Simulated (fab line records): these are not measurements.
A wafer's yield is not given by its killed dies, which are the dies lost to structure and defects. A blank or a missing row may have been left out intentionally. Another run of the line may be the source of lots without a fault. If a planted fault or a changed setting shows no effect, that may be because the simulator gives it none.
fab line records	flow n5-finfet	part 1 of 2: steps 1 to 22 of 29
[record] lots = 5	wafers = 15	last-day = 17
route steps=1938 shown BEOL_M4@1042
lots that met no fault: from a run of the same line without faults
start-h: hours from the record's opening day to when the first of the lot's shown wafers began	wait-h: hours since the lot's step before	" the same as in the row above	L1.1+2: several wafers, shown together as one row	- no value present, or no start provided	* or withheld: withheld	< > ~ a bound
route shown NAME@n: a module of which the file shows steps, and the number in the route of the first	usual: mean/standard deviation of fault-free wafers	same: alike in all rows	chamber/n: place in a boat	sites: each site's reading	_std_site: standard deviation of those values	_edge_site: inner sites' mean taken away from outer sites' mean	radius-mm: for every site, how far away it sits from the centre of the wafer	mask NAME#n: copy n	behind: the last tool/chamber to shape the wafer	hold: cause of the lot's hold/its duration in hours/its outcome	device: the n, p or np transistor that did not switch	end of line: tests of these same wafers at the route's end	a step with no rows: only its recipe	killed: dies that structure and defects cost at the first sort, which is not the same as the wafer's yield	map: a wafer's dies, marking killed ones x, the rest . and places with no die _
set.NAME: the run value of the setting; set.NAME@STEP: its run value at that earlier step	model.NAME: the simulator's own value behind a step, which no gauge read
lots at selected steps of the route; one table per step, one row per wafer
services: a tool's chamber out of use, with start hour (start-h, from the record's first day; less than 0 if before it), hours out, and reason
[[steps]]
[step N5_BEOL_M4_STRIP_75]
[recipe] chemistry = N2/H2	temp-c = 40	n2-flow-sccm = 200	h2-flow-sccm = 200	rf-frequency-hz = 6e+07
lot.wafer	tool	chamber	start-h	wait-h
L080.1+2+6	rie-diel-05	2,3,2	190.30	0.0
L082.2+3+5	rie-diel-05	1,2,1	210.55	0.0
L090.1+4+5	rie-diel-06	2,0,1	247.16	0.0
L094.2+5+6	rie-diel-04	3,0,1	285.91	0.0
L097.1+2+5	rie-diel-06	0,1,1	303.34	0.0
[step N5_BEOL_M4_STRIP_66]
[recipe] chemistry = CF4	resist = SiARC	power-w = 300	bias-power-w = 75	pressure-mtorr = 50	cf4-flow-sccm = 150	rf-frequency-hz = 6e+07
[usual] drypump-motor-current-A = 5.8/0.4	oes-product-au = 0.80/0.079	rf-vpp-V = 271.7/1.5	showerhead-plenum-p-Torr = 1.82/0.057	throttle-valve-pct = 13.41/0.24
lot.wafer	tool	chamber	start-h	wait-h	drypump-motor-current-A	oes-product-au	rf-hours-counter-h	rf-vpp-V	showerhead-plenum-p-Torr	throttle-valve-pct
L080.1	rie-diel-05	2	190.31	0.0	5.8	0.89	25	272.9	1.83	13.01
L080.2	"	3	"	"	5.9	0.65	246	270.7	1.77	13.81
L080.6	"	2	"	"	5.8	0.89	-	273.4	1.83	13.00
L082.2	rie-diel-05	1	210.56	0.0	5.6	0.72	148	273.6	1.87	13.46
L082.3	"	2	"	"	5.8	0.88	32	271.1	1.83	13.03
L082.5	"	1	"	"	5.6	0.73	-	273.2	1.87	13.45
L090.1	rie-diel-06	2	247.17	0.0	5.6	0.73	179	269.1	1.72	13.69
L090.4	"	0	"	"	5.9	0.71	-	269.9	1.78	13.52
L090.5	"	1	"	"	6.4	0.83	-	272.0	1.89	13.50
L094.2	rie-diel-04	3	285.92	0.0	5.6	0.85	46	271.1	1.82	13.24
L094.5	"	0	"	"	5.4	0.81	-	270.9	1.81	13.53
L094.6	"	1	"	"	6.0	0.80	-	271.4	1.81	13.27
L097.1	rie-diel-06	0	303.35	0.0	5.9	0.70	198	271.0	1.78	13.57
L097.2	"	1	"	"	6.4	0.81	105	272.9	1.88	13.55
L097.5	"	1	"	"	6.4	0.81	-	272.2	1.88	13.57
[step N5_BEOL_M4_HM_OPEN_17]
[recipe] chemistry = Cl2/BCl3	target-depth-a = 200	overetch-a = 60	target = TiN	mask-material = SOC	ion-energy-ev = 150	pressure-mtorr = 10	icp-w = 1000	bias-w = 126	Cl2_flow_sccm = 53.25	bcl3-flow-sccm = 21.75	Ar_flow_sccm = 25
[usual] drypump-motor-current-A = 6.0/0.34	oes-product-au = 0.63/0.079	throttle-valve-pct = 22.39/0.19
lot.wafer	tool	chamber	start-h	wait-h	drypump-motor-current-A	oes-product-au	rf-hours-counter-h	throttle-valve-pct
L080.1	rie-metal-03	0	190.35	0.0	6.1	0.66	48	22.50
L080.2	"	1	"	"	6.0	0.77	4	22.29
L080.6	"	1	"	"	6.0	0.77	-	22.28
L082.2	rie-metal-01	0	210.61	0.0	5.0	0.62	57	22.16
L082.3	"	1	"	"	5.9	0.60	-	22.20
L082.5	"	0	"	"	5.0	0.61	-	22.14
L090.1	rie-metal-03	0	247.21	0.0	6.1	0.65	52	22.51
L090.4	"	1	"	"	6.0	0.75	-	22.30
L090.5	"	1	"	"	6.0	0.75	-	22.31
L094.2	rie-metal-03	0	285.97	0.0	6.1	0.65	56	22.50
L094.5	"	0	"	"	6.1	0.65	-	22.49
L094.6	"	1	"	"	6.0	0.74	-	22.28
L097.1	rie-metal-02	0	303.40	0.0	6.0	0.55	99	22.30
L097.2	"	1	"	"	6.3	0.55	102	22.72
L097.5	"	0	"	"	6.0	0.55	-	22.31
[step N5_BEOL_M4_STRIP_19]
[recipe] chemistry = O2	power-w = 400	temp-c = 40	pressure-mtorr = 30	rf-frequency-hz = 6e+07	bias-power-w = 0	overash-fraction = 0.2	o2-flow-sccm = 225
[usual] drypump-motor-current-A = 5.8/0.37	oes-product-au = 0.81/0.076	rf-vpp-V = 3.7/0.52	showerhead-plenum-p-Torr = 2.12/0.066	throttle-valve-pct = 16.51/0.23
lot.wafer	tool	chamber	start-h	wait-h	drypump-motor-current-A	oes-product-au	rf-hours-counter-h	rf-vpp-V	showerhead-plenum-p-Torr	throttle-valve-pct
L080.1	rie-diel-06	1	190.69	0.3	6.5	0.86	70	2.8	2.22	16.58
L080.2	"	2	"	"	5.6	0.76	160	3.6	2.01	16.72
L080.6	"	3	"	"	6.6	0.68	-	4.1	1.97	16.42
L082.2	rie-diel-06	2	210.72	0.1	5.6	0.76	166	4.1	2.00	16.69
L082.3	"	1	"	"	6.5	0.84	76	3.8	2.22	16.58
L082.5	"	1	"	"	6.4	0.85	-	3.8	2.22	16.59
L090.1	rie-diel-04	2	247.32	0.1	5.9	0.78	116	4.9	2.11	16.86
L090.4	"	0	"	"	5.4	0.84	72	3.4	2.13	16.60
L090.5	"	2	"	"	5.9	0.79	-	3.4	2.11	16.87
L094.2	rie-diel-05	1	286.24	0.2	5.7	0.71	180	3.2	2.17	16.54
L094.5	"	3	"	"	5.9	0.92	-	3.5	2.06	16.44
L094.6	"	2	"	"	5.8	0.85	-	4.0	2.13	16.17
L097.1	rie-diel-06	0	303.76	0.3	5.9	0.70	198	3.7	2.09	16.65
L097.2	"	1	"	"	6.5	0.81	105	3.7	2.21	16.65
L097.5	"	2	"	"	5.6	0.73	-	3.4	1.99	16.77
[step N5_BEOL_M4_CD_MEAS_18]
[recipe] pitch-nm = 36	target-cd-nm = 18
[usual] cd-nm = 18.10/0.27
lot.wafer	tool	chamber	start-h	wait-h	cd-nm
L080.1	cd-sem-03	-	190.76	0.0	18.34
L080.2	"	-	"	"	18.16
L080.6	"	-	"	"	17.97
L082.2	cd-sem-02	-	210.80	0.1	17.76
L082.3	"	-	"	"	18.07
L082.5	"	-	"	"	17.83
L090.1	cd-sem-01	-	247.39	0.0	18.21
L090.4	"	-	"	"	18.05
L090.5	"	-	"	"	17.94
L094.2	cd-sem-01	-	286.31	0.1	18.15
L094.5	"	-	"	"	18.11
L094.6	"	-	"	"	18.01
L097.1	cd-sem-03	-	303.84	0.1	18.69
L097.2	"	-	"	"	18.09
L097.5	"	-	"	"	18.23
[step N5_BEOL_M4_COAT_67]
[recipe] resist = SOC	temp-c = 250	time-s = 60	spin-rpm = 1500	resist-thk-nm = 60
lot.wafer	tool	chamber	start-h	wait-h
L080.1+2+6	litho-track-02	0	190.79	0.0
L082.2+3+5	litho-track-04	0	210.83	0.0
L090.1+4+5	litho-track-02	0	247.43	0.0
L094.2+5+6	litho-track-02	0	286.35	0.0
L097.1+2+5	litho-track-01	0	303.88	0.0
[step N5_BEOL_M4_COAT_68]
[recipe] resist = SiARC	temp-c = 220	time-s = 60	spin-rpm = 1500	resist-thk-nm = 12
lot.wafer	tool	chamber	start-h	wait-h
L080.1+2+6	litho-track-02	0	-	-
L082.2+3+5	litho-track-04	0	-	-
L090.1+4+5	litho-track-02	0	-	-
L094.2+5+6	litho-track-02	0	-	-
L097.1+2+5	litho-track-01	0	-	-
[step N5_BEOL_M4_COAT_76]
[recipe] resist = underlayer	temp-c = 205	time-s = 60	spin-rpm = 1500	resist-thk-nm = 5
lot.wafer	tool	chamber	start-h	wait-h
L080.1+2+6	litho-track-02	0	-	-
L082.2+3+5	litho-track-04	0	-	-
L090.1+4+5	litho-track-02	0	-	-
L094.2+5+6	litho-track-02	0	-	-
L097.1+2+5	litho-track-01	0	-	-
[step N5_BEOL_M4_COAT_22]
[recipe] resist = CAR-EUV	spin-rpm = 1500	resist-thk-nm = 30
lot.wafer	tool	chamber	start-h	wait-h
L080.1+2+6	litho-track-02	0	-	-
L082.2+3+5	litho-track-04	0	-	-
L090.1+4+5	litho-track-02	0	-	-
L094.2+5+6	litho-track-02	0	-	-
L097.1+2+5	litho-track-01	0	-	-
[step N5_BEOL_M4_EBR_24]
[recipe] solvent = PGMEA	ebr-width-mm = 1.5
lot.wafer	tool	chamber	start-h	wait-h
L080.1+2+6	litho-track-02	0	-	-
L082.2+3+5	litho-track-04	0	-	-
L090.1+4+5	litho-track-02	0	-	-
L094.2+5+6	litho-track-02	0	-	-
L097.1+2+5	litho-track-01	0	-	-
[step N5_BEOL_M4_SOFTBAKE_23]
[recipe] temp-c = 110	time-s = 60	resist = CAR-EUV
lot.wafer	tool	chamber	start-h	wait-h
L080.1+2+6	litho-track-02	0	-	-
L082.2+3+5	litho-track-04	0	-	-
L090.1+4+5	litho-track-02	0	-	-
L094.2+5+6	litho-track-02	0	-	-
L097.1+2+5	litho-track-01	0	-	-
[step N5_BEOL_M4_EXPOSE_25]
[recipe] mask-id = V3	na = 0.33	source-shape = quasar	sigma-inner = 0.2	sigma-outer = 0.8	polarization = unpolarized	defocus-nm = 5	dose-mj = 63
lot.wafer	tool	chamber	start-h	wait-h	mask
L080.1+2+6	euv-scanner-02	0	190.93	-	V3#0
L082.2+3+5	euv-scanner-01	0	211.10	-	V3#0
L090.1+4+5	euv-scanner-01	0	247.69	-	V3#0
L094.2+5+6	euv-scanner-02	0	286.62	-	V3#0
L097.1+2+5	euv-scanner-01	0	304.01	-	V3#0
[step N5_BEOL_M4_PEB_26]
[recipe] peb-temp-c = 100	peb-time-s = 60	resist = CAR-EUV
lot.wafer	tool	chamber	start-h	wait-h
L080.1+2+6	litho-track-02	0	191.01	0.1
L082.2+3+5	litho-track-01	0	211.17	0.1
L090.1+4+5	litho-track-02	0	247.77	0.1
L094.2+5+6	litho-track-01	0	286.69	0.1
L097.1+2+5	litho-track-04	0	304.09	0.1
[step N5_BEOL_M4_DEVELOP_27]
[recipe] develop-time-s = 30	developer = TMAH	resist = CAR-EUV	rinse-liquid = surfactant-rinse	dry = air-spin	dev-temp-c = 23
lot.wafer	tool	chamber	start-h	wait-h
L080.1+2+6	litho-track-02	0	-	-
L082.2+3+5	litho-track-01	0	-	-
L090.1+4+5	litho-track-02	0	-	-
L094.2+5+6	litho-track-01	0	-	-
L097.1+2+5	litho-track-04	0	-	-
[step N5_BEOL_M4_CD_MEAS_28]
[recipe] target-cd-nm = 26.2	landing-energy-ev = 500	detector = se-inlens	target-cd-y-nm = 24.1	polarity = opening
[usual] cd-nm = 26.16/0.23
lot.wafer	tool	chamber	start-h	wait-h	cd-nm
L080.1	cd-sem-03	0	191.08	-	26.17
L080.2	"	0	"	"	26.21
L080.6	"	0	"	"	26.27
L082.2	cd-sem-01	0	211.24	-	25.86
L082.3	"	0	"	"	25.93
L082.5	"	0	"	"	26.13
L090.1	cd-sem-03	0	247.84	-	26.40
L090.4	"	0	"	"	25.87
L090.5	"	0	"	"	26.23
L094.2	cd-sem-03	0	286.76	-	26.05
L094.5	"	0	"	"	26.00
L094.6	"	0	"	"	26.46
L097.1	cd-sem-03	0	304.16	-	26.22
L097.2	"	0	"	"	26.35
L097.5	"	0	"	"	25.93
[step N5_BEOL_M4_OVL_MEAS_29]
[recipe] points-per-wafer = 522
[usual] V3_OVL = -0.3/0.68
lot.wafer	tool	chamber	start-h	wait-h	V3_OVL[nm]
L080.1	overlay-01	0	191.11	0.0	-0.8
L080.2	"	0	"	"	-1.0
L080.6	"	0	"	"	-0.4
L082.2	overlay-02	0	211.27	0.0	0.4
L082.3	"	0	"	"	-0.8
L082.5	"	0	"	"	-0.7
L090.1	overlay-01	0	247.87	0.0	1.1
L090.4	"	0	"	"	-0.4
L090.5	"	0	"	"	-0.4
L094.2	overlay-02	0	286.79	0.0	-1.3
L094.5	"	0	"	"	-1.9
L094.6	"	0	"	"	0.1
L097.1	overlay-02	0	304.19	0.0	0.0
L097.2	"	0	"	"	-0.2
L097.5	"	0	"	"	-1.3
[step N5_BEOL_M4_INSPECT_30]
[recipe] mode = adi	inspect-instrument = brightfield
[usual] raw-defect-count = 444/120
lot.wafer	tool	chamber	start-h	wait-h	raw-defect-count
L080.1	defect-inspect-02	-	191.16	0.1	421
L080.2	"	-	"	"	489
L080.6	"	-	"	"	367
L082.2	defect-inspect-01	-	211.33	0.0	271
L082.3	"	-	"	"	266
L082.5	"	-	"	"	400
L090.1	defect-inspect-01	-	247.92	0.1	488
L090.4	"	-	"	"	455
L090.5	"	-	"	"	384
L094.2	defect-inspect-01	-	286.84	0.0	536
L094.5	"	-	"	"	514
L094.6	"	-	"	"	405
L097.1	defect-inspect-02	-	304.25	0.1	424
L097.2	"	-	"	"	474
L097.5	"	-	"	"	437
[step N5_BEOL_M4_DESCUM_33]
[recipe] chemistry = O2	time-s = 7	source-power-w = 50	bias-power-w = 20	pressure-mtorr = 20	rf-frequency-hz = 2.712e+07	temp-c = 40	resist = CAR-EUV	o2-flow-sccm = 225
[usual] drypump-motor-current-A = 5.8/0.39	oes-product-au = 0.82/0.081	rf-vpp-V = 243.7/1.3	showerhead-plenum-p-Torr = 2.13/0.065	throttle-valve-pct = 20.25/0.25
lot.wafer	tool	chamber	start-h	wait-h	drypump-motor-current-A	oes-product-au	rf-hours-counter-h	rf-vpp-V	showerhead-plenum-p-Torr	throttle-valve-pct
L080.1	rie-diel-06	2	191.20	0.0	5.7	0.76	160	243.5	2.00	20.44
L080.2	"	1	"	"	6.4	0.87	70	246.9	2.21	20.35
L080.6	"	2	"	"	5.6	0.76	-	243.8	2.00	20.44
L082.2	rie-diel-05	2	211.36	0.0	5.8	0.90	33	242.9	2.13	19.85
L082.3	"	0	"	"	5.1	0.89	26	244.7	2.23	20.38
L082.5	"	2	"	"	5.8	0.91	-	243.2	2.13	19.85
L090.1	rie-diel-04	3	247.96	0.0	5.6	0.89	32	245.4	2.13	20.05
L090.4	"	1	"	"	6.0	0.82	83	244.1	2.12	20.01
L090.5	"	2	"	"	5.9	0.79	-	242.6	2.11	20.66
L094.2	rie-diel-04	1	286.88	0.0	6.0	0.79	98	243.2	2.11	20.02
L094.5	"	3	"	"	5.6	0.87	-	243.5	2.13	20.07
L094.6	"	2	"	"	6.0	0.76	-	243.8	2.10	20.66
L097.1	rie-diel-06	1	304.28	0.0	6.4	0.81	105	244.3	2.20	20.40
L097.2	"	2	"	"	5.6	0.73	195	242.0	1.99	20.49
L097.5	"	3	"	"	6.6	0.92	-	245.7	2.22	19.73
[step N5_BEOL_M4_ETCH_77]
[recipe] chemistry = N2/H2	target = underlayer	target-depth-a = 65	mask-material = CAR-EUV	time-s = 5.2	ion-energy-ev = 200	pressure-mtorr = 30	source-w = 840	bias-w = 150	n2-flow-sccm = 200	h2-flow-sccm = 200	ends = cleared
[usual] drypump-motor-current-A = 5.8/0.39	etch-rf-on-time-s = 5.17/0.065	h2-flow-sccm = 200.1/0.6	oes-product-au = 0.70/0.068	rf-vpp-V = 525.1/2.5	showerhead-plenum-p-Torr = 2.58/0.08	throttle-valve-pct = 17.66/0.25
lot.wafer	tool	chamber	start-h	wait-h	drypump-motor-current-A	etch-rf-on-time-s	h2-flow-sccm	oes-product-au	rf-hours-counter-h	rf-vpp-V	showerhead-plenum-p-Torr	throttle-valve-pct
L080.1	rie-diel-06	2	191.23	0.0	5.7	5.19	199.8	0.65	160	520.6	2.44	17.89
L080.2	"	1	"	"	6.4	5.24	200.4	0.72	70	527.7	2.69	17.77
L080.6	"	2	"	"	5.6	5.16	200.0	0.65	-	521.3	2.44	17.87
L082.2	rie-diel-05	2	211.40	0.0	5.8	5.20	200.1	0.76	33	526.4	2.59	17.23
L082.3	"	0	"	"	5.0	5.18	200.1	0.75	26	528.9	2.71	17.89
L082.5	"	2	"	"	5.8	5.15	199.6	0.76	-	527.5	2.59	17.20
L090.1	rie-diel-04	3	247.99	0.0	5.6	4.97	200.4	0.78	32	524.8	2.59	17.50
L090.4	"	1	"	"	6.0	5.03	200.0	0.71	83	525.0	2.58	17.46
L090.5	"	2	"	"	5.9	5.02	200.4	0.66	-	524.5	2.56	18.12
L094.2	rie-diel-04	1	286.91	0.0	6.0	5.20	199.7	0.68	98	523.4	2.57	17.48
L094.5	"	3	"	"	5.6	5.13	200.9	0.73	-	525.6	2.58	17.52
L094.6	"	2	"	"	5.9	5.15	199.9	0.66	-	525.1	2.55	18.12
L097.1	rie-diel-06	1	304.32	0.0	6.5	5.31	199.5	0.69	105	523.7	2.67	17.84
L097.2	"	2	"	"	5.6	5.21	200.4	0.62	195	519.6	2.42	17.93
L097.5	"	3	"	"	6.6	5.11	199.7	0.79	-	529.3	2.71	17.22
[step N5_BEOL_M4_ETCH_69]
[recipe] chemistry = CF4	target = SiARC	target-depth-a = 156	mask-material = CAR-EUV	time-s = 26	ion-energy-ev = 80	pressure-mtorr = 40	source-w = 545	bias-w = 36	Ar_flow_sccm = 100	cf4-flow-sccm = 100	ends = cleared
[usual] drypump-motor-current-A = 5.8/0.39	etch-rf-on-time-s = 25.9/0.33	oes-product-au = 0.70/0.069	rf-vpp-V = 184.3/1.1	showerhead-plenum-p-Torr = 2.17/0.064	throttle-valve-pct = 15.44/0.23
lot.wafer	tool	chamber	start-h	wait-h	drypump-motor-current-A	etch-rf-on-time-s	oes-product-au	rf-hours-counter-h	rf-vpp-V	showerhead-plenum-p-Torr	throttle-valve-pct
L080.1	rie-diel-06	2	191.25	0.0	5.6	26.0	0.65	160	183.6	2.05	15.66
L080.2	"	1	"	"	6.4	26.2	0.72	70	186.2	2.26	15.52
L080.6	"	2	"	"	5.6	26.0	0.64	-	183.5	2.05	15.65
L082.2	rie-diel-05	2	211.41	0.0	5.8	25.7	0.76	33	184.4	2.18	15.03
L082.3	"	0	"	"	5.1	25.8	0.76	26	185.8	2.27	15.53
L082.5	"	2	"	"	5.8	25.8	0.76	-	183.9	2.18	15.05
L090.1	rie-diel-04	3	248.01	0.0	5.6	25.3	0.77	32	185.7	2.18	15.24
L090.4	"	1	"	"	6.0	25.6	0.71	83	184.9	2.17	15.26
L090.5	"	2	"	"	5.9	25.6	0.67	-	184.7	2.15	15.77
L094.2	rie-diel-04	1	286.93	0.0	6.0	26.0	0.69	98	184.2	2.16	15.30
L094.5	"	3	"	"	5.6	25.7	0.74	-	185.4	2.17	15.28
L094.6	"	2	"	"	5.9	25.8	0.66	-	183.9	2.15	15.80
L097.1	rie-diel-06	1	304.33	0.0	6.4	26.4	0.69	105	185.2	2.24	15.58
L097.2	"	2	"	"	5.6	26.5	0.62	195	181.8	2.04	15.73
L097.5	"	3	"	"	6.6	25.7	0.80	-	185.2	2.27	14.96
[step N5_BEOL_M4_ALD_98]
[recipe] material = SiO2	target-thk-a = 25	temp-c = 100	ald-precursor-family = BDEAS	ald-co-reactant = O2-plasma	pulse-time-s = 1	co-reactant-pulse-time-s = 1	purge-time-s = 2	co-reactant-purge-time-s = 2	ald-cycles = 17	pressure-torr = 2
[usual] heater-power-w = 77/8.5	precursor-pulse-height-rel = 0.997/0.019
lot.wafer	tool	chamber	start-h	wait-h	heater-power-w	precursor-pulse-height-rel
L080.1	ald-sin-03	2	191.42	0.1	62	0.983
L080.2	"	0	"	"	81	1.012
L080.6	"	2	"	"	62	1.004
L082.2	ald-sin-03	1	211.49	0.1	72	0.980
L082.3	"	3	"	"	71	1.014
L082.5	"	2	"	"	63	0.969
L090.1	ald-sin-01	2	248.09	0.1	88	0.994
L090.4	"	3	"	"	90	0.989
L090.5	"	3	"	"	92	1.001
L094.2	ald-sin-03	2	287.01	0.1	63	0.972
L094.5	"	2	"	"	63	1.014
L094.6	"	1	"	"	73	1.003
L097.1	ald-sin-04	0	304.61	0.3	81	1.050
L097.2	"	2	"	"	82	0.998
L097.5	"	1	"	"	91	0.999
[step N5_BEOL_M4_ETCHBACK_99]
[recipe] chemistry = CHF3	target = SiO2	target-depth-a = 50	time-s = 10.4	source-w = 215	bias-w = 47	Ar_flow_sccm = 200	CHF3_flow_sccm = 12	ion-energy-ev = 100	pressure-mtorr = 30
[usual] drypump-motor-current-A = 5.8/0.4	oes-product-au = 0.83/0.08	rf-vpp-V = 242.0/2.4	showerhead-plenum-p-Torr = 2.19/0.061	throttle-valve-pct = 16.88/0.25
lot.wafer	tool	chamber	start-h	wait-h	drypump-motor-current-A	oes-product-au	rf-hours-counter-h	rf-vpp-V	showerhead-plenum-p-Torr	throttle-valve-pct
L080.1	rie-diel-06	0	198.61	7.1	5.9	0.72	161	238.2	2.14	16.91
L080.2	"	3	"	"	6.6	0.68	241	241.0	2.03	16.81
L080.6	"	1	"	"	6.4	0.84	-	240.7	2.27	16.96
L082.2	rie-diel-04	1	213.59	2.0	6.0	0.85	71	242.9	2.19	16.69
L082.3	"	0	"	"	5.4	0.85	59	247.2	2.19	16.96
L082.5	"	3	"	"	5.6	0.92	-	242.7	2.20	16.70
L090.1	rie-diel-06	3	261.10	13.0	6.6	0.99	3	242.3	2.29	16.37
L090.4	"	1	"	"	6.4	0.83	93	240.8	2.26	16.99
L090.5	"	3	"	"	6.6	0.98	-	244.0	2.29	16.37
L094.2	rie-diel-06	3	291.54	4.5	6.6	0.94	14	242.6	2.29	16.40
L094.5	"	3	"	"	6.6	0.95	-	243.6	2.28	16.40
L094.6	"	1	"	"	6.5	0.83	-	239.6	2.26	17.01
L097.1	rie-diel-06	1	308.49	3.8	6.5	0.82	106	240.2	2.26	17.02
L097.2	"	2	"	"	5.6	0.74	196	239.2	2.05	17.18
L097.5	"	1	"	"	6.4	0.81	-	241.9	2.26	17.03
